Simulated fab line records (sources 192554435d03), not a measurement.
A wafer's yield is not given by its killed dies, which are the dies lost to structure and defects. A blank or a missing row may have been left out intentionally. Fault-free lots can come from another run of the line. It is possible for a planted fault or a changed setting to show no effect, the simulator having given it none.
Split-lot trial | flow n5_finfet | 21 wafers read from 7 lots, route of 1938 steps

## ON THE SPLIT
At N5_BEOL_M9_EXPOSE_08 (exposes mask M9), the setting dose_mj was moved away from the recipe's 53.75 on 10 of the 21 wafers read, by -5.3% to +6.7%. This setting was run at the recipe's value on the other wafers.

## FROM THE SPLIT TO THE READING: what the file shows between them, 20 steps
- N5_BEOL_M9_PEB_09: peb time 60 s
- N5_BEOL_M9_DEVELOP_10: develop time 30 s
- N5_BEOL_M9_CD_MEAS_11: target cd 64.1 nm
- N5_BEOL_M9_DESCUM_16: chemistry O2, time 7.9 s
- N5_BEOL_M9_ETCH_61: etches SiARC in CF4, target depth 39 nm, time 65 s
- N5_BEOL_M9_ETCH_62: etches SOC in N2/H2, target depth 110 nm, overetch 22 nm, time 165 s
- N5_BEOL_M9_STRIP_68: strips in N2/H2
- N5_BEOL_M9_STRIP_67: strips in CF4
- N5_BEOL_M9_HM_OPEN_17: chemistry Cl2/BCl3, target TiN, target depth 20 nm, overetch 6 nm
- N5_BEOL_M9_STRIP_19: strips in O2
- N5_BEOL_M9_CD_MEAS_18: pitch 140 nm, target cd 70 nm
- N5_BEOL_M9_COAT_63: time 60 s, resist thk 60 nm
- N5_BEOL_M9_COAT_64: time 60 s, resist thk 12 nm
- N5_BEOL_M9_STRIP_73: strips in C4F6/O2
- N5_BEOL_M9_STRIP_36: strips in N2/H2
- N5_BEOL_M9_TRENCH_ETCH_37: etches SiCOH lowk in C4F6/O2, target depth 151.43 nm, time 49 s
- N5_BEOL_M9_ETCH_41: etches SiCN in CH3F/O2, target depth 36.6 nm, time 70.1 s
- N5_BEOL_M9_STRIP_80: strips in N2/H2, time 10 s
- N5_BEOL_M9_PRECLEAN_42: cleans in residue remover, time 60 s
- N5_BEOL_M9_SRD_43: time 30 s

## THE READING
cd_nm, in nm, at N5_BEOL_M9_CD_MEAS_35 (target cd 70 nm, target cd y 40 nm). A value of 70.2 nm with a standard deviation of 0.83 nm is what fault-free wafers of this fab line usually give.

wafer  | tool, chamber at the split | dose_mj as run | against the recipe | cd_nm, nm | against lot-mates on the recipe
L074.1 | arfi_scanner-03, 0         | 57.21          | +6.4%              | 75.0      | +4.8
L074.2 | arfi_scanner-03, 0         | 53.75          | recipe             | 70.2      | -
L074.5 | arfi_scanner-03, 0         | 57.21          | +6.4%              | 74.3      | +4.1
L075.1 | arfi_scanner-03, 0         | 57.34          | +6.7%              | 73.7      | +4.2
L075.4 | arfi_scanner-03, 0         | 53.75          | recipe             | 69.5      | -
L075.6 | arfi_scanner-03, 0         | 57.34          | +6.7%              | 73.4      | +3.9
L079.1 | arfi_scanner-01, 0         | 53.75          | recipe             | 69.9      | -
L079.4 | arfi_scanner-01, 0         | 51.06          | -5.0%              | 65.7      | -4.2
L079.5 | arfi_scanner-01, 0         | 51.06          | -5.0%              | 66.3      | -3.6
L081.1 | arfi_scanner-01, 0         | 50.91          | -5.3%              | 68.5      | -3.3
L081.3 | arfi_scanner-01, 0         | 53.75          | recipe             | 71.8      | -
L081.5 | arfi_scanner-01, 0         | 50.91          | -5.3%              | 68.0      | -3.8
L085.1 | arfi_scanner-03, 0         | 53.75          | recipe             | 71.3      | -
L085.4 | arfi_scanner-03, 0         | 53.75          | recipe             | 70.2      | -
L085.6 | arfi_scanner-03, 0         | 53.75          | recipe             | 70.9      | -
L086.1 | arfi_scanner-03, 0         | 53.75          | recipe             | 71.9      | -
L086.4 | arfi_scanner-03, 0         | 53.75          | recipe             | 71.2      | -
L086.6 | arfi_scanner-03, 0         | 56.47          | +5.1%              | 73.2      | +1.6
L092.1 | arfi_scanner-02, 0         | 51.58          | -4.0%              | 67.8      | -3.0
L092.3 | arfi_scanner-02, 0         | 53.75          | recipe             | 70.8      | -
L092.5 | arfi_scanner-02, 0         | 53.75          | recipe             | 70.8      | -

THE FIT
A straight line over all 21 wafers: cd_nm changes by +0.586 nm for each +1% of dose_mj; r = +0.94; the points scatter about the line by 0.9 nm.
The same after taking each lot's own level away (the mean of its wafers on the recipe; 21 wafers): +0.655 nm for each +1%; r = +0.98; scatter 0.5 nm.
The reading moves by 4.4 nm for the largest change in dose_mj, on that fit.
The lots' own levels span 69.50 to 71.80 nm, that is 2.8 times the standard deviation above.
So the lot-to-lot level changes the slope: the two fits differ.
Check: for one of the wafers moved furthest among these (+6.7%), held out of the fit, the line's prediction against its lot-mates is +4.2 nm. It came out at +4.2 nm against them.

## THE WHOLE CHAIN: every reading that the file lists as answering this split, in the file's order
step                  | what it does                                                         | reading                                                               | change (the file's fit)               | r (the file's)
N5_BEOL_M9_CD_MEAS_11 | target cd 64.1 nm                                                    | cd_nm                                                                 | +0.557 nm for each +1% of the setting | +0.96
N5_BEOL_M9_ETCH_61    | etches SiARC in CF4, target depth 39 nm, time 65 s                   | BEOL_M9.cd_offset_nm (the simulator's own value, which no gauge read) | +0.584 nm for each +1% of the setting | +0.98
N5_BEOL_M9_ETCH_62    | etches SOC in N2/H2, target depth 110 nm, overetch 22 nm, time 165 s | BEOL_M9.cd_offset_nm (the simulator's own value, which no gauge read) | +0.616 nm for each +1% of the setting | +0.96
N5_BEOL_M9_HM_OPEN_17 | chemistry Cl2/BCl3, target TiN, target depth 20 nm, overetch 6 nm    | BEOL_M9.cd_offset_nm (the simulator's own value, which no gauge read) | +0.629 nm for each +1% of the setting | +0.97
N5_BEOL_M9_CD_MEAS_18 | pitch 140 nm, target cd 70 nm                                        | cd_nm                                                                 | +0.622 nm for each +1% of the setting | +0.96
N5_BEOL_M9_CD_MEAS_35 | target cd 70 nm, target cd y 40 nm                                   | cd_nm                                                                 | +0.633 nm for each +1% of the setting | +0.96

## FILE'S OWN FIT
cd_nm changes by +0.633 nm for each +1% of dose_mj, r = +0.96.
